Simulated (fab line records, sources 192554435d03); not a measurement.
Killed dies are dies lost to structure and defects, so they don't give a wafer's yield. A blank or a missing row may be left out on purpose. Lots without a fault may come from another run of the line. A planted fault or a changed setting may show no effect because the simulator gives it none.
fab line records | flow n5_finfet
record lots=5 wafers=15 last_day=19
route steps=1938 shown STI_FIN_REVEAL@188 PASSIVATION@1936
lots that met no fault: from a run of the same line without faults
start_h: hours from the record's first day to the start of the lot's first wafer shown | wait_h: hours since the lot's step before | " the same as in the row above | L1.1+2: a row that stands for several wafers | - no value, or no start given | * or withheld: withheld | < > ~ a bound
route shown NAME@n: a module of which the file shows steps, and the number in the route of the first | usual: mean/standard deviation of fault-free wafers | same: alike in all rows | chamber/n: place in a boat | sites: the reading at each site | _std_site: their standard deviation | _edge_site: outer sites' mean less inner sites' | radius_mm: how far each site lies from the wafer's centre | mask NAME#n: copy n | behind: the tool/chamber that last shaped the wafer | hold: why the lot was held/for how many hours/how that ended | device: the transistor (n, p or np) that didn't switch | end of line: the same wafers' tests at the end of the route | a step without rows: its recipe alone | killed: dies lost to structure and defects at the first sort, not the wafer's yield | map: a wafer's dies, x killed, . not, _ none there
set.NAME: the setting as run; set.NAME@STEP: as run at that earlier step | model.NAME: the simulator's own value behind a step, which no gauge read
lots at some steps of the route; a table a step, a row a wafer
services: from which hour (start_h, from the record's first day; less than 0 if before it) a tool's chamber was out of use, for how many hours, and why
## steps
# step N5_STI_FIN_REVEAL_THK_MEAS_05
# usual thk_nm=131.9/1.1
# columns lot.wafer tool chamber start_h wait_h thk_nm
L241.2 film_metro-01 - 46.63 - 130.3
L241.3 " - " " 128.7
L241.6 " - " " 131.3
L244.1 film_metro-01 - 67.11 - 132.3
L244.3 " - " " 131.1
L244.5 " - " " 131.3
L257.1 film_metro-02 - 143.25 - 132.0
L257.2 " - " " 131.0
L257.3 " - " " 131.4
L260.2 film_metro-02 - 160.03 - 131.4
L260.3 " - " " 133.5
L260.6 " - " " 131.6
L261.1 film_metro-02 - 167.38 - 131.7
L261.2 " - " " 133.2
L261.4 " - " " 132.3
# step N5_STI_FIN_REVEAL_DENSIFY_30
# recipe temp_c=* time_s=* ambient=N2 idle_temp_c=600 ramp_up_c_per_s=150 ramp_down_c_per_s=60 cool_to_c=600
# usual lamp_power_pct=11.53/0.055 lamp_zone_3_pct=11.528/0.02 wafer_temp_C_max=*
# columns lot.wafer tool chamber start_h wait_h lamp_power_pct lamp_zone_3_pct wafer_temp_C_max
L241.2 rtp_anneal-01 0 46.74 0.1 11.57 11.548 *
L241.3 " 0 " " 11.52 11.571 *
L241.6 " 0 " " 11.52 11.542 *
L244.1 rtp_anneal-01 0 67.14 0.0 11.55 11.526 *
L244.3 " 0 " " 11.59 11.528 *
L244.5 " 0 " " 11.53 11.493 *
L257.1 rtp_anneal-01 0 143.45 0.2 11.53 11.559 *
L257.2 " 0 " " 11.45 11.519 *
L257.3 " 0 " " 11.58 11.530 *
L260.2 rtp_anneal-02 0 160.08 0.1 11.56 11.518 *
L260.3 " 0 " " 11.40 11.566 *
L260.6 " 0 " " 11.58 11.544 *
L261.1 rtp_anneal-02 0 167.40 0.0 11.56 11.561 *
L261.2 " 0 " " 11.51 11.553 *
L261.4 " 0 " " 11.60 11.512 *
# step N5_STI_FIN_REVEAL_ETCHBACK_08
# recipe chemistry=C4F6/O2 target=SiO2 target_depth_a=305 time_s=10.167 ion_energy_ev=250 pressure_mtorr=30 source_w=345 bias_w=185 Ar_flow_sccm=300 C4F6_flow_sccm=10 O2_flow_sccm=10
# usual drypump_motor_current_A=5.67/0.26 oes_product_au=0.81/0.11 rf_vpp_V=668/13 showerhead_plenum_p_Torr=2.90/0.1 throttle_valve_pct=21.13/0.24
# columns lot.wafer tool chamber start_h wait_h drypump_motor_current_A oes_product_au rf_hours_counter_h rf_vpp_V showerhead_plenum_p_Torr throttle_valve_pct
L241.2 rie_diel-06 1 46.92 0.2 5.59 0.92 30 679 2.81 20.94
L241.3 " 0 " " 5.58 0.95 5 666 3.02 21.09
L241.6 " 1 " " 5.62 0.91 - 679 2.81 20.93
L244.1 rie_diel-05 1 67.43 0.3 5.81 0.69 234 666 2.92 20.96
L244.3 " 3 " " 5.92 0.71 211 649 2.84 21.47
L244.5 " 2 " " 6.13 0.91 - 657 2.90 21.28
L257.1 rie_diel-04 0 143.96 0.5 5.41 0.69 217 676 2.83 21.13
L257.2 " 2 " " 5.45 0.70 207 658 2.71 21.66
L257.3 " 3 " " 6.00 0.90 31 694 3.03 21.18
L260.2 rie_diel-04 3 160.31 0.2 6.04 0.88 40 695 3.03 21.19
L260.3 " 2 " " 5.44 0.69 215 656 2.71 21.65
L260.6 " 2 " " 5.43 0.69 - 657 2.71 21.63
L261.1 rie_diel-05 2 167.62 0.2 6.14 0.85 67 657 2.88 21.32
L261.2 " 3 " " 5.86 0.67 250 650 2.83 21.50
L261.4 " 1 " " 5.81 0.93 10 665 2.91 20.64
# step N5_STI_FIN_REVEAL_STRIP_24
# recipe chemistry=N2/H2 time_s=90 power_w=100 temp_c=40 pressure_mtorr=100 rf_frequency_hz=6e+07 bias_power_w=3 n2_flow_sccm=300 h2_flow_sccm=300
# usual drypump_motor_current_A=5.68/0.26 oes_product_au=0.81/0.11 rf_vpp_V=45.5/0.92 showerhead_plenum_p_Torr=3.43/0.12 throttle_valve_pct=12.15/0.29
# columns lot.wafer tool chamber start_h wait_h drypump_motor_current_A oes_product_au rf_hours_counter_h rf_vpp_V showerhead_plenum_p_Torr throttle_valve_pct
L241.2 rie_diel-06 1 46.96 0.0 5.62 0.90 30 46.1 3.32 11.96
L241.3 " 0 " " 5.58 0.96 5 45.4 3.61 12.02
L241.6 " 1 " " 5.64 0.90 - 44.7 3.32 11.95
L244.1 rie_diel-05 1 67.46 0.0 5.81 0.68 234 46.6 3.46 12.16
L244.3 " 3 " " 5.95 0.71 211 44.4 3.35 12.57
L244.5 " 2 " " 6.15 0.92 - 44.2 3.45 12.16
L257.1 rie_diel-04 0 144.00 0.0 5.49 0.68 217 45.1 3.34 12.31
L257.2 " 2 " " 5.46 0.69 207 44.8 3.23 12.67
L257.3 " 3 " " 6.03 0.90 31 46.3 3.60 12.02
L260.2 rie_diel-04 3 160.34 0.0 6.06 0.89 40 45.3 3.59 12.04
L260.3 " 2 " " 5.47 0.69 215 45.0 3.22 12.71
L260.6 " 2 " " 5.48 0.68 - 44.8 3.22 12.70
L261.1 rie_diel-05 2 167.65 0.0 6.16 0.85 67 45.1 3.43 12.27
L261.2 " 3 " " 5.91 0.68 250 45.1 3.33 12.66
L261.4 " 1 " " 5.81 0.94 10 44.7 3.45 11.60
# step N5_STI_FIN_REVEAL_PRECLEAN_25
# recipe chemistry=SPM time_s=90 temp_c=120 mix=4:1
# step N5_STI_FIN_REVEAL_PRECLEAN_26
# recipe chemistry=SC1 time_s=45 temp_c=46 mix=1:2:100
# step N5_STI_FIN_REVEAL_PRECLEAN_29
# recipe chemistry=DHF time_s=30 temp_c=25 dilution=300:1
# step N5_STI_FIN_REVEAL_SRD_12
# recipe time_s=30 temp_c=23 rinse_liquid=diw dry=ipa_marangoni
# step N5_STI_FIN_REVEAL_RECESS_09
# recipe chemistry=HF/NH3 target=SiO2 afs_cycles=11 target_depth_a=425 temp_c=30 sublimation_temp_c=180 sublimation_time_s=60
# usual drypump_motor_current_A=5.4/0.32
# columns lot.wafer tool chamber start_h wait_h drypump_motor_current_A
L241.2 vapor_etch-01 0 47.17 0.0 5.7
L241.3 " 0 " " 5.7
L241.6 " 1 " " 5.1
L244.1 vapor_etch-01 0 67.68 0.0 5.7
L244.3 " 1 " " 5.1
L244.5 " 0 " " 5.7
L257.1 vapor_etch-01 1 144.23 0.0 5.1
L257.2 " 0 " " 5.8
L257.3 " 0 " " 5.7
L260.2 vapor_etch-02 1 160.62 0.0 5.7
L260.3 " 0 " " 5.1
L260.6 " 0 " " 5.0
L261.1 vapor_etch-02 0 167.88 0.0 5.0
L261.2 " 1 " " 5.7
L261.4 " 1 " " 5.7
# step N5_STI_FIN_REVEAL_STRIP_16
# recipe chemistry=H3PO4 material=SiNx temp_c=165 target_depth_a=238 overetch_fraction=0.4964 dry=ipa_marangoni
# step N5_STI_FIN_REVEAL_PRECLEAN_17
# recipe chemistry=NF3:NH3 afs_cycles=1 temp_c=30 time_s=20 sublimation_temp_c=180 sublimation_time_s=60 pressure_torr=3 rf_power_w=30
# step N5_STI_FIN_REVEAL_ETCH_34
# recipe chemistry=H2 mode=isotropic material=Si target=Si target_depth_a=9.7 temp_c=20 pressure_mtorr=4.5 icp_w=300 bias_w=0 h2_flow_sccm=7.5 he_flow_sccm=142.5
# usual drypump_motor_current_A=5.9/0.53 oes_product_au=0.996/0.013 throttle_valve_pct=25.8/0.4
# columns lot.wafer tool chamber start_h wait_h drypump_motor_current_A oes_product_au rf_hours_counter_h throttle_valve_pct
L241.2 rie_si-02 1 49.55 0.1 6.2 0.984 47 26.4
L241.3 " 2 " " 5.6 1.022 97 25.9
L241.6 " 2 " " 5.6 1.004 - 25.9
L244.1 rie_si-06 3 69.78 0.2 6.0 1.013 34 25.1
L244.3 " 2 " " 6.4 1.010 8 25.3
L244.5 " 0 " " 6.5 0.986 - 25.8
L257.1 rie_si-06 2 146.34 0.2 6.4 0.990 9 25.3
L257.2 " 1 " " 6.4 0.981 65 25.2
L257.3 " 0 " " 6.5 0.994 90 25.8
L260.2 rie_si-04 2 162.73 0.1 5.9 1.013 116 25.7
L260.3 " 3 " " 6.0 1.001 177 26.2
L260.6 " 0 " " 4.8 1.002 - 25.8
L261.1 rie_si-06 1 170.21 0.2 6.4 0.993 65 25.2
L261.2 " 2 " " 6.4 1.000 10 25.3
L261.4 " 3 " " 6.0 1.017 36 25.1
# step N5_STI_FIN_REVEAL_OXIDATION_31
# recipe chemistry=O2_PLASMA_REMOTE temp_c=150 time_s=20 pressure_mtorr=1000 source_power_w=2000 o2_flow_sccm=3000
# usual drypump_motor_current_A=5.43/0.12 heater_power_w=144/4.3
# columns lot.wafer tool chamber start_h wait_h drypump_motor_current_A heater_power_w rf_hours_counter_h
L241.2 plasma_asher-01 1 49.61 0.0 5.26 138 31
L241.3 " 0 " " 5.58 144 -
L241.6 " 0 " " 5.58 144 -
L244.1 plasma_asher-02 0 69.84 0.0 5.47 148 80
L244.3 " 0 " " 5.41 151 -
L244.5 " 0 " " 5.47 150 -
L257.1 plasma_asher-01 0 146.41 0.0 5.59 150 47
L257.2 " 1 " " 5.28 138 47
L257.3 " 1 " " 5.28 138 -
L260.2 plasma_asher-02 1 162.79 0.0 5.42 143 104
L260.3 " 1 " " 5.41 146 -
L260.6 " 1 " " 5.40 148 -
L261.1 plasma_asher-01 1 170.27 0.0 5.27 138 52
L261.2 " 0 " " 5.60 142 52
L261.4 " 1 " " 5.24 138 -
# step N5_STI_FIN_REVEAL_PRECLEAN_32
# recipe chemistry=NF3:NH3 afs_cycles=1 temp_c=30 time_s=20 sublimation_temp_c=180 sublimation_time_s=60 pressure_torr=3 rf_power_w=30
# step N5_STI_FIN_REVEAL_STRIP_35
# recipe chemistry=H3PO4 material=Si3N4 temp_c=165 target_depth_a=40 time_s=39
# step N5_STI_FIN_REVEAL_SRD_21
# recipe dry=ipa_marangoni time_s=30 temp_c=23 rinse_liquid=diw
# step N5_STI_FIN_REVEAL_OXIDATION_33
# recipe chemistry=O2_PLASMA_REMOTE temp_c=150 time_s=20 pressure_mtorr=1000 source_power_w=2000 o2_flow_sccm=3000
# step N5_STI_FIN_REVEAL_CLEAN_19
# recipe chemistry=O3/DIW temp_c=25 time_s=120 o3_ppm=10
# step N5_STI_FIN_REVEAL_SRD_23
# recipe dry=ipa_marangoni time_s=30 temp_c=23 rinse_liquid=diw
# step N5_STI_FIN_REVEAL_CD_MEAS_22
# recipe target_cd_nm=6.238 pitch_nm=28 polarity=line
# usual cd_nm=6.23/0.24
# columns lot.wafer tool chamber start_h wait_h cd_nm
L241.2 cd_sem-03 - 50.16 0.0 5.91
L241.3 " - " " 5.94
L241.6 " - " " 6.16
L244.1 cd_sem-03 - 70.40 0.0 6.27
L244.3 " - " " 7.06
L244.5 " - " " 6.04
L257.1 cd_sem-02 - 146.92 0.0 6.00
L257.2 " - " " 6.22
L257.3 " - " " 7.01
L260.2 cd_sem-03 - 163.35 0.0 6.15
L260.3 " - " " 6.53
L260.6 " - " " 6.80
L261.1 cd_sem-02 - 170.87 0.0 5.85
L261.2 " - " " 6.52
L261.4 " - " " 6.44
# step N5_STI_FIN_REVEAL_FIN_H_MEAS_10
# usual trench_depth_nm=52.0/0.71
# columns lot.wafer tool chamber start_h wait_h trench_depth_nm
L241.2 ocd-02 - 50.19 0.0 52.4
L241.3 " - " " 52.2
L241.6 " - " " 51.9
L244.1 ocd-02 - 70.43 0.0 51.3
L244.3 " - " " 50.8
L244.5 " - " " 52.2
L257.1 ocd-01 - 146.95 0.0 51.8
L257.2 " - " " 52.3
L257.3 " - " " 53.3
L260.2 ocd-02 - 163.38 0.0 53.9
L260.3 " - " " 53.0
L260.6 " - " " 52.7
L261.1 ocd-02 - 170.90 0.0 51.8
L261.2 " - " " 50.6
L261.4 " - " " 51.3
# step N5_PASSIVATION_PROBE_49
# usual killed_at_M0_to_M3=36/11 killed_at_M4_up=14/5.2 killed_at_contacts=12/6.1 killed_at_front_end=40/12 killed_at_other=3.2/2.5 killed_dies=105/16 killed_open=68/12 killed_short=35/8.7
# same gross_dies=1180 killed_at_back_side=0
# columns lot.wafer tool chamber start_h wait_h killed_at_M0_to_M3 killed_at_M4_up killed_at_contacts killed_at_front_end killed_at_other killed_dies killed_open killed_short
L241.2 prober-02 - 322.72 0.1 39 15 3 23 2 82 64 18
L241.3 prober-02 - 322.77 0.1 35 20 10 38 5 108 68 37
L241.6 prober-02 - 322.92 0.3 44 23 9 44 2 122 83 39
L257.1 prober-02 - 434.39 0.0 26 23 7 42 1 99 65 31
L257.2 prober-02 - 434.44 0.1 30 17 9 54 2 112 73 34
L257.3 prober-02 - 434.49 0.1 27 17 10 48 0 102 65 33
# killed by level:class
L241.2 BEOL_M0_SAQP:geometric_particle:open=13 BEOL_M4:geometric_particle:open=10 BEOL_M0_SAQP:geometric_particle:short=7 BEOL_M3:geometric_particle:open=6 GATE_CUT:geometric_particle:open=5 BEOL_M1:geometric_particle:open=5 MOL_CONTACT_COAG:geometric_particle:open=3 BEOL_M0:geometric_particle:open=3
L241.3 STI_FIN_REVEAL:geometric_particle:open=17 BEOL_M0_SAQP:geometric_particle:short=11 BEOL_M3:geometric_particle:open=7 MOL_CONTACT_COAG:geometric_particle:open=6 BEOL_M0_SAQP:geometric_particle:open=6 BEOL_M2:geometric_particle:open=5 BEOL_M4:geometric_particle:open=5 PAD_METAL:geometric_particle:short=5
L241.6 BEOL_M4:geometric_particle:open=15 BEOL_M0_SAQP:geometric_particle:short=15 BEOL_M0_SAQP:geometric_particle:open=13 FIN_SAQP:geometric_particle:open=11 BEOL_M2:geometric_particle:open=8 MOL_CONTACT_COAG:geometric_particle:open=8 FIN_SAQP:geometric_particle:short=7 STI_FIN_REVEAL:geometric_particle:open=5
L257.1 FIN_SAQP:geometric_particle:open=10 BEOL_M4:geometric_particle:open=8 BEOL_M0_SAQP:geometric_particle:open=8 BEOL_M3:geometric_particle:open=8 GATE_CUT:geometric_particle:short=7 DUMMY_GATE:geometric_particle:open=6 FIN_SAQP:geometric_particle:short=5 STI_FIN_REVEAL:geometric_particle:open=5
L257.2 DUMMY_GATE:geometric_particle:open=12 FIN_SAQP:geometric_particle:short=11 BEOL_M3:geometric_particle:open=9 MOL_CONTACT_COAG:geometric_particle:open=8 FIN_SAQP:geometric_particle:open=7 BEOL_M2:geometric_particle:open=6 BEOL_M0_SAQP:geometric_particle:short=5 BEOL_M1:geometric_particle:open=5
L257.3 MOL_CONTACT_COAG:geometric_particle:open=10 BEOL_M3:geometric_particle:open=10 FIN_SAQP:geometric_particle:short=9 GATE_CUT:geometric_particle:short=9 BEOL_M0_SAQP:geometric_particle:short=7 FIN_SAQP:geometric_particle:open=6 BEOL_M0_SAQP:geometric_particle:open=6 BEOL_M4:geometric_particle:open=6
## services
# columns tool chamber start_h hours kind
rie_si-02 - 22.86 15.6 pm
rie_diel-05 1 25.53 12.9 repair
rie_diel-05 2 33.92 5.1 repair
rie_diel-05 3 34.05 15.0 repair
rie_si-04 1 36.53 6.8 repair
rie_diel-04 3 38.73 - clean
rie_diel-04 3 38.73 - consumable_replace:focus_ring
rie_diel-04 3 38.73 - consumable_replace:showerhead
rie_diel-04 3 38.73 18.4 scheduled_down
rie_diel-04 3 38.73 18.4 vent_cycle
plasma_asher-02 - 41.10 2.8 pm
rie_si-02 0 42.45 17.5 repair
rie_diel-04 1 43.45 2.5 repair
rie_diel-04 - 48.49 0.8 repair
rie_diel-05 1 51.58 5.4 repair
rie_si-06 - 60.23 0.9 repair
rie_si-02 3 62.56 3.8 repair
plasma_asher-01 - 79.42 4.2 repair
rie_diel-05 3 87.35 1.4 repair
rie_si-04 1 87.74 6.0 repair
rie_si-06 3 117.93 1.1 repair
rie_diel-04 0 120.85 5.2 repair
plasma_asher-01 - 129.65 14.6 pm
rtp_anneal-02 - 161.36 4.3 pm
## key
first_sign step=N5_STI_FIN_REVEAL_CD_MEAS_22 reading=cd_nm direction=up sigmas=3.4 usual=6.23 struck=7.06
effect none on later readings
met_at N5_STI_FIN_REVEAL_OXIDATION_31
struck_wafers L244.3
tester_left_out L244
fault kind=process_parameter_drift tool=plasma_asher-02 chamber=- onset_h=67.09 steps=N5_STI_FIN_REVEAL_OXIDATION_31 channel=time_s offset=* shape=step end_h=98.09 scope=struck_wafers_only acts_in=* stated=*
# tester_left_out: of these lots the tester's yield and bins aren't shown, on N5 and GAA mostly nor the transistor test; their killed dies are dies lost to structure and defects alone, not to doping, threshold or leakage, so they don't give the yield
